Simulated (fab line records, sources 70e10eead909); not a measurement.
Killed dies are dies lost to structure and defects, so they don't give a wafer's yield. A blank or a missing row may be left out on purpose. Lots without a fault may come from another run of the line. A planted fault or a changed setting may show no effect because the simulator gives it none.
fab line records | flow nand_harc
record lots=12 wafers=36 last_day=24
route steps=1159 shown A_SGD_CUT@763 A_SLIT@779
lots that met no fault: from a run of the same line without faults
start_h: hours from the record's first day to the start of the lot's first wafer shown | wait_h: hours since the lot's step before | " the same as in the row above | L1.1+2: a row that stands for several wafers | - no value, or no start given | * or withheld: withheld | < > ~ a bound
route shown NAME@n: a module of which the file shows steps, and the number in the route of the first | usual: mean/standard deviation of fault-free wafers | same: alike in all rows | chamber/n: place in a boat | sites: the reading at each site | _std_site: their standard deviation | _edge_site: outer sites' mean less inner sites' | radius_mm: how far each site lies from the wafer's centre | mask NAME#n: copy n | behind: the tool/chamber that last shaped the wafer | hold: why the lot was held/for how many hours/how that ended | device: the transistor (n, p or np) that didn't switch | end of line: the same wafers' tests at the end of the route | a step without rows: its recipe alone | killed: dies lost to structure and defects at the first sort, not the wafer's yield | map: a wafer's dies, x killed, . not, _ none there
set.NAME: the setting as run; set.NAME@STEP: as run at that earlier step | model.NAME: the simulator's own value behind a step, which no gauge read
steps of the route over a sample of lots; a table a step, a row a wafer
services: from which hour (start_h, from the record's first day; less than 0 if before it) a tool's chamber was out of use, for how many hours, and why
## steps
# step NHARC_A_SGD_CUT_ETCH_59
# recipe target_depth_a=2600 over_etch_frac=0.25 time_s=406.25 ion_energy_ev=200 n2_flow_sccm=150 h2_flow_sccm=150 ar_flow_sccm=0 rf_w=400 bias_w=150 chemistry=N2/H2
# usual bias_w=150.1/0.41 drypump_motor_current_A=5.5/0.36 oes_product_au=0.999/0.006 rf_vpp_V=430.9/2.5 showerhead_plenum_p_Torr=2.06/0.089 throttle_valve_pct=14.171/0.0079
# columns lot.wafer tool chamber start_h wait_h bias_w drypump_motor_current_A oes_product_au rf_hours_counter_h rf_vpp_V showerhead_plenum_p_Torr throttle_valve_pct
L903.4 rie_diel-09 0 - - 149.9 5.7 1.001 3 433.5 2.14 14.180
L903.3 " 3 " " 150.2 5.5 0.996 3 428.6 2.01 14.169
L903.5 " 1 " " 149.7 5.3 1.006 - 431.2 2.05 14.163
L904.2 rie_diel-09 1 - - 149.8 5.3 1.004 4 430.3 2.05 14.166
L904.1 " 3 " " 150.1 5.5 1.006 5 428.9 2.01 14.161
L904.5 " 2 " " 150.3 5.8 0.995 - 429.4 1.99 14.176
L907.2 rie_diel-11 2 - - 149.9 6.2 0.990 14 430.7 2.06 14.185
L907.6 " 0 " " 150.0 5.9 0.984 - 433.1 2.13 14.168
L907.5 " 1 " " 149.8 5.3 0.997 - 433.6 2.13 14.178
L906.1 rie_diel-11 3 - - 149.7 5.3 0.991 14 432.9 2.15 14.178
L906.3 " 0 " " 149.8 5.9 0.992 13 433.4 2.13 14.176
L906.2 " 1 " " 150.7 5.3 1.005 12 432.9 2.13 14.170
L910.3 rie_diel-09 1 - - 150.4 5.2 1.006 6 431.6 2.05 14.173
L910.4 " 2 " " 150.2 6.0 0.994 6 429.2 1.99 14.165
L910.2 " 3 " " 149.6 5.4 0.993 7 429.6 2.01 14.172
L911.2 rie_diel-11 1 - - 150.6 5.3 1.002 13 431.9 2.13 14.178
L911.1 " 2 " " 150.7 6.2 0.991 15 430.8 2.06 14.175
L911.6 " 1 " " 149.6 5.3 1.002 - 434.5 2.13 14.181
L912.4 rie_diel-11 3 - - 150.3 5.3 1.000 0 433.1 2.15 14.175
L912.2 " 0 " " 149.3 5.9 1.000 0 431.5 2.13 14.167
L912.5 " 3 " " 149.9 5.3 0.999 - 432.8 2.15 14.159
L914.2 rie_diel-11 1 - - 149.7 5.3 1.004 0 432.4 2.13 14.162
L914.5 " 3 " " 150.0 5.3 0.996 - 433.7 2.15 14.167
L914.6 " 0 " " 151.1 5.9 0.996 - 434.1 2.13 14.163
L913.4 rie_diel-09 0 - - 150.3 5.7 0.998 8 434.3 2.13 14.163
L913.1 " 3 " " 149.6 5.5 1.004 8 429.6 2.01 14.172
L913.6 " 1 " " 151.0 5.3 0.995 - 430.9 2.04 14.174
L916.1 rie_diel-08 2 - - 150.0 5.5 0.995 9 434.3 2.13 14.171
L916.4 " 0 " " 150.3 4.9 1.003 10 426.6 1.88 14.193
L916.6 " 3 " " 149.9 5.1 1.013 - 427.7 1.91 14.189
L919.2 rie_diel-11 3 - - 150.4 5.3 1.003 6 432.6 2.15 14.158
L919.3 " 1 " " 150.2 5.3 1.001 5 432.1 2.13 14.166
L919.5 " 2 " " 150.3 6.2 1.000 - 431.5 2.06 14.162
L924.2 rie_diel-11 3 - - 150.1 5.3 0.998 7 435.1 2.15 14.174
L924.4 " 0 " " 149.5 5.9 0.992 7 433.7 2.13 14.169
L924.3 " 1 " " 150.1 5.3 1.008 7 432.0 2.13 14.184
# step NHARC_A_SLIT_DEP_25
# recipe target_thk_a=2000 temp_c=400 pressure_torr=6.5 rf_w=900 teos_flow_sccm=161.4 flow_sccm=2650 target_thk_nm=200 gas=O2 material=SiO2
# usual heater_power_outer_w=308/65 heater_power_w=564/92 showerhead_vpp_V=1872/82 throttle_valve_pct=15.8/0.39
# columns lot.wafer tool chamber start_h wait_h heater_power_outer_w heater_power_w showerhead_vpp_V throttle_valve_pct
L903.3 pecvd-04 1 315.93 0.1 261 539 2062 15.7
L903.4 " 2 " " 368 615 1848 16.1
L903.5 " 1 " " 259 541 2039 15.9
L904.2 pecvd-03 0 328.66 0.1 244 476 1766 15.9
L904.1 " 2 " " 299 540 1859 16.3
L904.5 " 2 " " 295 550 1826 16.0
L907.2 pecvd-04 1 356.86 0.1 234 500 2056 15.6
L907.5 " 0 " " 340 608 1864 15.6
L907.6 " 2 " " 363 599 1874 16.2
L906.1 pecvd-03 2 357.03 0.3 259 497 1848 16.4
L906.2 " 0 " " 224 452 1807 16.1
L906.3 " 1 " " 342 632 1874 15.2
L911.2 pecvd-03 1 368.48 0.2 261 511 1901 15.5
L911.1 " 2 " " 315 576 1871 16.3
L911.6 " 1 " " 264 528 1897 15.3
L910.2 pecvd-04 1 368.54 0.1 215 465 2049 15.5
L910.3 " 0 " " 382 649 1850 15.6
L910.4 " 2 " " 375 626 1867 16.4
L912.2 pecvd-03 1 384.71 0.1 272 535 1845 15.6
L912.4 " 0 " " 225 457 1795 16.0
L912.5 " 1 " " 283 551 1853 15.4
L914.2 pecvd-02 2 388.08 0.1 389 749 1756 16.0
L914.5 " 1 " " 301 540 1961 15.9
L914.6 " 2 " " 403 750 1782 15.9
L913.1 pecvd-03 1 395.23 0.2 332 606 1885 15.5
L913.4 " 2 " " 319 566 1858 16.2
L913.6 " 1 " " 337 614 1858 15.5
L916.1 pecvd-03 2 406.79 0.1 285 537 1828 16.2
L916.6 " 1 " " 286 549 1845 15.4
L916.4 " 2 " " 296 563 1879 16.3
L919.2 pecvd-02 2 431.50 0.1 440 794 1790 16.3
L919.3 " 0 " " 316 539 1869 15.8
L919.5 " 1 " " 318 544 1986 15.6
L924.3 pecvd-02 2 449.56 0.1 403 749 1766 15.9
L924.2 " 0 " " 310 534 1870 16.1
L924.4 " 0 " " 311 536 1901 16.2
# step NHARC_A_SLIT_DEP_23
# recipe target_thk_a=1000 target_thk_nm=100 temp_c=400 pressure_torr=3.5 flow_sccm=200 rf_w=350 material=SiON
# usual heater_power_outer_w=450/66 heater_power_w=751/92 showerhead_vpp_V=1164/50
# columns lot.wafer tool chamber start_h wait_h heater_power_outer_w heater_power_w showerhead_vpp_V
L903.3 pecvd-04 0 318.26 1.1 430 746 1123
L903.4 " 2 " " 529 854 1154
L903.5 " 0 " " 446 729 1139
L904.2 pecvd-03 1 331.17 1.4 405 698 1138
L904.1 " 2 " " 418 697 1151
L904.5 " 1 " " 413 717 1189
L907.2 pecvd-02 0 361.42 1.4 458 732 1178
L907.6 " 2 " " 484 822 1105
L907.5 " 0 " " 467 733 1173
L906.2 pecvd-04 0 361.92 1.3 527 853 1135
L906.1 " 1 " " 352 665 1277
L906.3 " 2 " " 537 822 1140
L911.2 pecvd-04 0 372.41 1.3 461 746 1121
L911.1 " 1 " " 363 676 1288
L911.6 " 1 " " 368 685 1287
L910.2 pecvd-03 1 374.39 1.3 518 831 1175
L910.3 " 0 " " 349 617 1109
L910.4 " 0 " " 352 604 1108
L912.2 pecvd-02 1 387.32 1.4 419 694 1218
L912.4 " 0 " " 487 774 1162
L912.5 " 1 " " 429 719 1229
L914.2 pecvd-03 0 390.41 1.4 330 592 1107
L914.5 " 2 " " 465 789 1163
L914.6 " 0 " " 335 598 1115
L913.1 pecvd-03 2 397.72 1.7 477 799 1152
L913.6 " 2 " " 493 806 1157
L913.4 " 0 " " 378 664 1130
L916.1 pecvd-02 1 409.13 1.7 413 675 1237
L916.6 " 2 " " 544 914 1121
L916.4 " 1 " " 425 671 1256
L919.3 pecvd-02 2 433.80 1.0 570 957 1090
L919.2 " 1 " " 450 742 1247
L919.5 " 0 " " 433 670 1176
L924.3 pecvd-03 1 453.17 1.1 412 710 1164
L924.2 " 2 " " 431 703 1168
L924.4 " 0 " " 338 623 1096
# step NHARC_A_SLIT_SOFTBAKE_04
# recipe temp_c=105 time_s=55
# usual chill_plate_temp_C=22.99/0.1 heater_power_total_W=188.44/0.13
# columns lot.wafer tool chamber start_h wait_h chill_plate_temp_C heater_power_total_W
L903.3 litho_track-01 0 318 - 23.05 188.39
L903.4 " 0 " " 22.94 188.45
L903.5 " 0 " " 23.10 188.33
L904.1 litho_track-06 0 331 - 23.02 188.50
L904.2 " 0 " " 23.15 188.36
L904.5 " 0 " " 23.00 188.39
L907.2 litho_track-01 0 361 - 23.10 188.41
L907.5 " 0 " " 23.11 188.46
L907.6 " 0 " " 22.99 188.74
L906.1 litho_track-04 0 362 - 22.96 188.36
L906.2 " 0 " " 22.78 188.52
L906.3 " 0 " " 22.95 188.47
L911.1 litho_track-06 0 372 - 23.06 188.77
L911.2 " 0 " " 23.03 188.80
L911.6 " 0 " " 22.94 188.39
L910.2 litho_track-06 0 374 - 22.84 188.40
L910.3 " 0 " " 22.90 188.76
L910.4 " 0 " " 23.05 188.48
L912.2 litho_track-06 0 387 - 22.77 188.52
L912.4 " 0 " " 22.73 188.66
L912.5 " 0 " " 22.85 188.28
L914.2 litho_track-06 0 390 - 23.05 193.11
L914.5 " 0 " " 23.14 193.03
L914.6 " 0 " " 23.06 193.21
L913.1 litho_track-06 0 397 - 23.00 193.09
L913.4 " 0 " " 23.18 193.03
L913.6 " 0 " " 23.16 193.06
L916.1 litho_track-06 0 409 - 22.93 193.16
L916.4 " 0 " " 23.00 193.00
L916.6 " 0 " " 22.99 193.13
L919.2 litho_track-04 0 434 - 23.03 188.63
L919.3 " 0 " " 22.90 188.51
L919.5 " 0 " " 23.01 188.38
L924.2 litho_track-01 0 453 - 22.91 188.40
L924.3 " 0 " " 22.95 188.47
L924.4 " 0 " " 23.06 188.49
## services
# columns tool chamber start_h hours kind
litho_track-06 - 292.00 7.0 pm
pecvd-03 - 292.00 13.0 pm
pecvd-03 0 292.00 13.0 vent_cycle
pecvd-03 1 292.00 13.0 vent_cycle
pecvd-03 2 292.00 13.0 vent_cycle
rie_diel-11 0 295.40 8.9 repair
rie_diel-08 - 301.80 9.0 pm
pecvd-04 - 305.82 1.3 repair
rie_diel-08 1 311.07 6.2 repair
litho_track-04 - 316.00 7.0 pm
rie_diel-11 1 320.71 9.6 repair
pecvd-02 - 334.16 13.0 pm
rie_diel-08 - 358.34 0.5 repair
rie_diel-11 - 366.52 9.0 pm
pecvd-04 - 376.25 13.0 pm
rie_diel-11 1 390.37 3.6 repair
rie_diel-09 1 390.52 4.8 repair
rie_diel-11 0 392.55 7.3 repair
rie_diel-09 - 397.21 0.3 repair
rie_diel-08 1 414.31 14.9 repair
pecvd-04 - 419.01 0.6 repair
rie_diel-09 - 431.38 9.0 pm
litho_track-01 - 443.00 7.0 pm
rie_diel-11 0 447.10 4.2 repair
## key
first_sign step=NHARC_A_SLIT_SOFTBAKE_04 reading=heater_power_total_W direction=up sigmas=36 usual=* struck=*
effect none on later readings
met_at NHARC_A_SLIT_SOFTBAKE_04
struck_lots L913,L914,L916
tester_left_out L913,L914,L916
not_acting_at NHARC_A_SGD_CUT_ETCH_59,NHARC_A_SLIT_DEP_25,NHARC_A_SLIT_DEP_23
onset_between 387 390
fault kind=process_parameter_drift tool=litho_track-06 chamber=- onset_h=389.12 steps=NHARC_A_SLIT_SOFTBAKE_04 channel=time_s offset=* shape=step end_h=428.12 acts_in=* stated=*
# tester_left_out: of these lots the tester's yield and bins aren't shown, on N5 and GAA mostly nor the transistor test; their killed dies are dies lost to structure and defects alone, not to doping, threshold or leakage, so they don't give the yield
